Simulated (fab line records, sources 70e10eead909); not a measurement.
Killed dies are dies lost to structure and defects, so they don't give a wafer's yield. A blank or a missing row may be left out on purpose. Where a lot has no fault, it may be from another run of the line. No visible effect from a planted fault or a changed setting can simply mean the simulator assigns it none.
fab line records -- flow nandHarc
record lots=5, wafers=15, lastDay=33
route steps=1302 shown P_ZERO_WELL@14
lots with no fault: from the same line, run without faults
startH: hours from the record's opening day to when the first of the lot's shown wafers began -- waitH: how many hours have passed since the lot's step before this one -- " as in the row above -- L1.1+2: a row that stands for several wafers -- - value missing, or start not given -- * or withheld: withheld -- < > ~ a bound
route shown NAME@n: NAME is a module with steps in the file, n the number in the route of the first one -- usual: mean/standard deviation of fault-free wafers -- same: alike in all rows -- chamber/n: place in a boat -- sites: the reading at each site -- _std_site: how widely they spread, as a standard deviation -- _edge_site: inner sites' mean taken away from outer sites' mean -- radiusMm: how far each site lies from the wafer's centre -- mask NAME#n: copy n -- behind: the tool/chamber that last shaped the wafer -- hold: why the lot went on hold/how many hours it stayed there/how the hold came to an end -- device: the transistor (n, p or np) that didn't switch -- end of line: the route-end tests of the same wafers -- a step with no rows: only its recipe -- killed: the dies lost at the first sort to structure and to defects; this is not the yield of the wafer -- map: shows each die of a wafer: x if killed, . if not, _ if none is there
set.NAME: the setting as run; set.NAME@STEP: as run at that earlier step -- model.NAME: the simulator's own value behind a step, which no gauge read
lots at some steps of the route; a table a step, a row a wafer
services: when a tool's chamber went out of use (startH, in hours from the record's first day, below 0 if earlier), for how many hours, and the reason
## steps
# step NHARC_P_ZERO_WELL_CD_MEAS_11
# recipe targetCdNm=500, landingEnergyEv=500
# usual cdNm=499.8/1.4
lot.wafer,tool,chamber,startH,waitH,cdNm
L270.3,cdSem-02,0,81.26,-,499.1
L270.5,cdSem-02,0,81.26,-,497.6
L270.6,cdSem-02,0,81.26,-,499.7
L277.4,cdSem-03,0,151.25,-,500.2
L277.5,cdSem-03,0,151.25,-,499.5
L277.6,cdSem-03,0,151.25,-,498.9
L282.1,cdSem-03,0,201.26,-,499.6
L282.5,cdSem-03,0,201.26,-,498.5
L282.6,cdSem-03,0,201.26,-,498.8
L283.1,cdSem-03,0,211.23,-,500.3
L283.3,cdSem-03,0,211.23,-,498.5
L283.5,cdSem-03,0,211.23,-,500.8
L286.2,cdSem-01,0,241.11,-,498.0
L286.3,cdSem-01,0,241.11,-,498.0
L286.4,cdSem-01,0,241.11,-,499.7
# step NHARC_P_ZERO_WELL_HARDBAKE_12
# recipe tempC=118, timeS=65
# step NHARC_P_ZERO_WELL_DESCUM_13
# recipe timeS=3, o2FlowSccm=200, arFlowSccm=0, biasPowerW=0, chemistry=O2
# usual drypumpMotorCurrentA=5.8/0.59, mfcArSccm=0.007/0.011, oesProductAu=1.001/0.008, rfVppV=57.6/0.91, showerheadPlenumPTorr=1.86/0.066, throttleValvePct=11.311/0.0091
lot.wafer,tool,chamber,startH,waitH,drypumpMotorCurrentA,mfcArSccm,oesProductAu,rfHoursCounterH,rfVppV,showerheadPlenumPTorr,throttleValvePct
L270.3,rieDiel-07,3,81.42,-,5.9,0,0.989,48,57.8,1.85,11.321
L270.6,rieDiel-07,3,81.42,-,5.9,0,0.986,-,57.3,1.85,11.311
L270.5,rieDiel-07,0,81.42,-,6.4,0,0.984,-,57.6,1.81,11.302
L277.4,rieDiel-06,2,151.42,-,6.3,0,1.008,6,59.2,1.99,11.301
L277.5,rieDiel-06,3,151.42,-,6.7,0,1.005,-,58.4,1.89,11.302
L277.6,rieDiel-06,0,151.42,-,4.8,0.020,1.019,-,57.1,1.84,11.318
L282.1,rieDiel-07,0,201.44,-,6.4,0,0.991,28,56.7,1.80,11.323
L282.6,rieDiel-07,2,201.44,-,6.2,0,0.999,-,58.3,1.80,11.313
L282.5,rieDiel-07,3,201.44,-,5.9,0,0.993,-,58.6,1.84,11.299
L283.3,rieDiel-06,0,211.39,-,4.8,0.020,1.008,25,57.0,1.83,11.289
L283.1,rieDiel-06,1,211.39,-,6.0,0.026,1.011,26,57.8,1.78,11.297
L283.5,rieDiel-06,0,211.39,-,4.8,0.020,0.998,-,58.6,1.83,11.294
L286.2,rieDiel-07,0,241.30,-,6.4,0,0.998,44,59.7,1.80,11.307
L286.3,rieDiel-07,1,241.30,-,5.4,0.031,1.005,35,57.4,1.99,11.294
L286.4,rieDiel-07,3,241.30,-,5.9,0,0.997,40,56.7,1.84,11.307
# step NHARC_P_ZERO_WELL_ETCH_65
# recipe targetDepthA=800, overetchA=240, timeS=87.88, ionEnergyEv=200, n2FlowSccm=150, h2FlowSccm=150, arFlowSccm=0, rfW=400, biasW=150, chemistry=N2/H2
# usual drypumpMotorCurrentA=5.8/0.6, mfcArSccm=0.007/0.011, oesProductAu=1.001/0.008, rfVppV=429.2/2.2, showerheadPlenumPTorr=1.99/0.077, throttleValvePct=14.171/0.0097
lot.wafer,tool,chamber,startH,waitH,drypumpMotorCurrentA,mfcArSccm,oesProductAu,rfHoursCounterH,rfVppV,showerheadPlenumPTorr,throttleValvePct
L270.3,rieDiel-07,3,81.51,0.1,5.8,0,1.004,48,428.7,1.97,14.165
L270.5,rieDiel-07,1,81.51,0.1,5.4,0.031,0.989,-,431.8,2.13,14.176
L270.6,rieDiel-07,2,81.51,0.1,6.2,0,1.006,-,427.1,1.93,14.168
L277.4,rieDiel-06,1,151.48,0.1,5.9,0.026,1.002,5,426.9,1.90,14.161
L277.6,rieDiel-06,1,151.48,0.1,5.9,0.026,1.010,-,426.9,1.90,14.152
L277.5,rieDiel-06,2,151.48,0.1,6.3,0,1.005,-,433.5,2.13,14.158
L282.1,rieDiel-07,0,201.50,0.1,6.5,0,0.997,28,428.0,1.92,14.163
L282.5,rieDiel-07,0,201.50,0.1,6.4,0,0.985,-,428.1,1.92,14.181
L282.6,rieDiel-07,1,201.50,0.1,5.3,0.031,0.994,-,432.7,2.12,14.171
L283.3,rieDiel-06,2,211.49,0.1,6.3,0,0.997,24,433.6,2.12,14.169
L283.1,rieDiel-06,3,211.49,0.1,6.7,0,0.997,24,430.1,2.00,14.162
L283.5,rieDiel-06,0,211.49,0.1,4.8,0.020,1.014,-,427.3,1.95,14.165
L286.2,rieDiel-07,0,241.42,0.1,6.4,0,0.999,44,427.5,1.91,14.187
L286.3,rieDiel-07,1,241.42,0.1,5.4,0.031,0.986,35,433.4,2.12,14.166
L286.4,rieDiel-07,2,241.42,0.1,6.2,0,1.013,44,426.1,1.91,14.174
# step NHARC_P_ZERO_WELL_ETCH_62
# recipe targetDepthA=130, timeS=6.5, chf3FlowSccm=50, arFlowSccm=200, rfW=500, biasW=200, chemistry=CHF3/Ar
# usual drypumpMotorCurrentA=5.8/0.61, mfcArSccm=200.1/0.61, oesProductAu=0.962/0.017, rfVppV=369.3/1.8, showerheadPlenumPTorr=2.29/0.078, throttleValvePct=20.215/0.0092
lot.wafer,tool,chamber,startH,waitH,drypumpMotorCurrentA,mfcArSccm,oesProductAu,rfHoursCounterH,rfVppV,showerheadPlenumPTorr,throttleValvePct
L270.3,rieDiel-07,0,-,-,6.5,199.9,0.940,50,368.8,2.23,20.220
L270.6,rieDiel-07,2,-,-,6.2,199.0,0.964,-,367.1,2.22,20.198
L270.5,rieDiel-07,3,-,-,5.8,200.8,0.933,-,369.3,2.27,20.241
L277.4,rieDiel-06,0,-,-,4.8,199.8,0.979,3,369.6,2.26,20.219
L277.5,rieDiel-06,1,-,-,6.0,200.7,0.986,-,366.9,2.19,20.224
L277.6,rieDiel-06,2,-,-,6.3,201.0,0.984,-,373.1,2.44,20.206
L282.1,rieDiel-07,2,-,-,6.2,199.6,0.956,30,366.9,2.21,20.200
L282.5,rieDiel-07,0,-,-,6.5,200.7,0.973,-,367.7,2.21,20.213
L282.6,rieDiel-07,1,-,-,5.3,201.0,0.969,-,373.7,2.43,20.230
L283.1,rieDiel-06,3,-,-,6.7,199.4,0.989,24,369.0,2.31,20.211
L283.3,rieDiel-06,1,-,-,5.9,200.2,0.962,26,368.2,2.18,20.224
L283.5,rieDiel-06,3,-,-,6.7,200.4,0.974,-,369.1,2.31,20.228
L286.2,rieDiel-07,3,-,-,5.9,200.3,0.938,41,368.3,2.25,20.207
L286.4,rieDiel-07,0,-,-,6.4,201.0,0.947,44,367.6,2.21,20.222
L286.3,rieDiel-07,1,-,-,5.3,200.2,0.943,35,373.0,2.43,20.210
# step NHARC_P_ZERO_WELL_ETCH_63
# recipe targetDepthA=1200, timeS=40.1, hbrFlowSccm=150, cl2FlowSccm=50, rfW=400, icpW=400, biasW=100, chemistry=HBr/Cl2
# usual drypumpMotorCurrentA=5.7/0.46, oesProductAu=1.002/0.0074, throttleValvePct=26.406/0.0094
lot.wafer,tool,chamber,startH,waitH,drypumpMotorCurrentA,oesProductAu,rfHoursCounterH,throttleValvePct
L270.3,rieSi-03,0,81.71,-,5.4,1.001,0.17,26.407
L270.6,rieSi-03,0,81.71,-,5.4,0.999,-,26.423
L270.5,rieSi-03,1,81.71,-,6.2,1.003,-,26.394
L277.4,rieSi-02,2,151.68,-,4.9,0.998,0.22,26.420
L277.6,rieSi-02,1,151.68,-,6.7,0.998,-,26.389
L277.5,rieSi-02,2,151.68,-,4.9,0.997,-,26.388
L282.1,rieSi-02,1,201.72,-,6.6,1.004,0.59,26.419
L282.5,rieSi-02,2,201.72,-,4.9,1.006,-,26.405
L282.6,rieSi-02,3,201.72,-,5.8,1.004,-,26.415
L283.3,rieSi-03,1,211.65,-,6.2,1.006,1.02,26.397
L283.1,rieSi-03,0,211.65,-,5.4,0.986,0.92,26.407
L283.5,rieSi-03,2,211.65,-,5.9,0.993,-,26.403
L286.2,rieSi-01,1,241.91,-,5.9,0.993,0.22,26.399
L286.3,rieSi-01,2,241.91,-,6.1,1.016,0.19,26.420
L286.4,rieSi-01,0,241.91,-,5.2,1.002,0.16,26.416
# step NHARC_P_ZERO_WELL_STRIP_15
# recipe timeS=900, tempC=130, chemistry=SPM
# step NHARC_P_ZERO_WELL_DEHYDRATE_16
# recipe tempC=150, timeS=120
# step NHARC_P_ZERO_WELL_HMDS_17
# recipe timeS=30
# step NHARC_P_ZERO_WELL_COAT_18
# recipe spinRpm=withheld
# step NHARC_P_ZERO_WELL_SOFTBAKE_19
# recipe tempC=122, timeS=95
# step NHARC_P_ZERO_WELL_EBR_20
# step NHARC_P_ZERO_WELL_EXPOSE_21
# recipe na=0.6, targetCdNm=720, doseMj=22.31, maskId=P_NWELL
# usual exposureDoseMJCm2=22.309/0.021
lot.wafer,tool,chamber,startH,waitH,mask,exposureDoseMJCm2
L270.3,krfScanner-02,0,82.49,-,P_HVPW#0,22.273
L270.5,krfScanner-02,0,82.49,-,P_HVPW#0,22.331
L270.6,krfScanner-02,0,82.49,-,P_HVPW#0,22.308
L277.4,krfScanner-01,0,152.46,-,P_NWELL#0,22.310
L277.5,krfScanner-01,0,152.46,-,P_NWELL#0,22.340
L277.6,krfScanner-01,0,152.46,-,P_NWELL#0,22.321
L282.1,krfScanner-02,0,202.33,-,P_NWELL#0,22.319
L282.5,krfScanner-02,0,202.33,-,P_NWELL#0,22.302
L282.6,krfScanner-02,0,202.33,-,P_NWELL#0,22.314
L283.1,krfScanner-02,0,212.29,-,P_NWELL#0,22.322
L283.3,krfScanner-02,0,212.29,-,P_NWELL#0,22.291
L283.5,krfScanner-02,0,212.29,-,P_NWELL#0,22.308
L286.2,krfScanner-04,0,242.55,-,P_NWELL#0,22.274
L286.3,krfScanner-04,0,242.55,-,P_NWELL#0,22.300
L286.4,krfScanner-04,0,242.55,-,P_NWELL#0,22.296
# step NHARC_P_ZERO_WELL_PEB_22
# recipe pebTempC=118, pebTimeS=85
# step NHARC_P_ZERO_WELL_DEVELOP_23
# recipe timeS=70
# step NHARC_P_ZERO_WELL_CD_MEAS_24
# recipe targetCdNm=720, landingEnergyEv=500
# usual cdNm=719.9/1.1
lot.wafer,tool,chamber,startH,waitH,cdNm
L270.3,cdSem-01,0,82.64,-,-
L270.5,cdSem-01,0,82.64,-,-
L270.6,cdSem-01,0,82.64,-,-
L277.4,cdSem-01,0,152.61,-,721.0
L277.5,cdSem-01,0,152.61,-,717.5
L277.6,cdSem-01,0,152.61,-,719.8
L282.1,cdSem-03,0,202.48,-,719.5
L282.5,cdSem-03,0,202.48,-,719.4
L282.6,cdSem-03,0,202.48,-,719.5
L283.1,cdSem-02,0,212.45,-,717.5
L283.3,cdSem-02,0,212.45,-,718.9
L283.5,cdSem-02,0,212.45,-,719.4
L286.2,cdSem-01,0,242.71,-,719.8
L286.3,cdSem-01,0,242.71,-,721.4
L286.4,cdSem-01,0,242.71,-,719.8
# step NHARC_P_ZERO_WELL_HARDBAKE_25
# recipe tempC=125, timeS=80
## services
tool,chamber,startH,hours,kind
rieDiel-06,1,59.78,8.3,repair
rieDiel-07,3,60.62,1.8,repair
krfScanner-04,-,72.90,2.0,repair
krfScanner-04,-,83.66,7.3,repair
krfScanner-02,-,94.07,4.0,pm
rieSi-02,-,100.00,9.0,pm
krfScanner-02,-,106.38,1.6,repair
krfScanner-04,-,112.23,0.7,repair
rieDiel-07,-,117.23,9.0,pm
rieSi-03,0,121.18,11.6,repair
rieDiel-06,1,130.14,2.1,repair
rieDiel-06,-,130.21,9.0,pm
rieDiel-07,1,130.85,20.2,repair
rieSi-01,2,137.37,12.0,repair
krfScanner-01,-,140.00,4.0,pm
rieDiel-07,3,146.30,6.3,repair
krfScanner-04,-,161.51,3.0,repair
krfScanner-01,-,180.96,0.2,repair
krfScanner-04,-,182.00,4.0,pm
rieSi-01,-,193.00,9.0,pm
krfScanner-04,-,202.10,4.4,repair
rieSi-03,-,203.90,0.7,repair
rieSi-03,-,221.00,9.0,pm
rieDiel-06,0,226.57,5.1,repair
## key
firstSign step=NHARC_P_ZERO_WELL_EXPOSE_21, reading=mask, direction=changed
effect step=NHARC_P_ZERO_WELL_CD_MEAS_24, reading=cdNm, direction=missing
metAt NHARC_P_ZERO_WELL_EXPOSE_21
struckWafers L270.3,L270.5,L270.6
laterRowsLeftOut L270.3,L270.5,L270.6
sortLeftOut L270.3,L270.5,L270.6
testerLeftOut L270
fault kind=wrongMask, tool=any, chamber=-, onsetH=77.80, steps=NHARC_P_ZERO_WELL_EXPOSE_21, auxCopy=P_HVPW#0, scope=struckLotsOnly
# testerLeftOut: of these lots the tester's yield and bins aren't shown, on N5 and GAA mostly nor the transistor test; their killed dies are dies lost to structure and defects alone, not to doping, threshold or leakage, so they don't give the yield
# sortLeftOut: the simulated sort isn't trusted on such a fault, so these wafers' sort isn't shown, and their yield isn't known
# laterRowsLeftOut: the simulator's readings of these wafers behind a module that went badly wrong aren't trusted and aren't shown, but for the sort
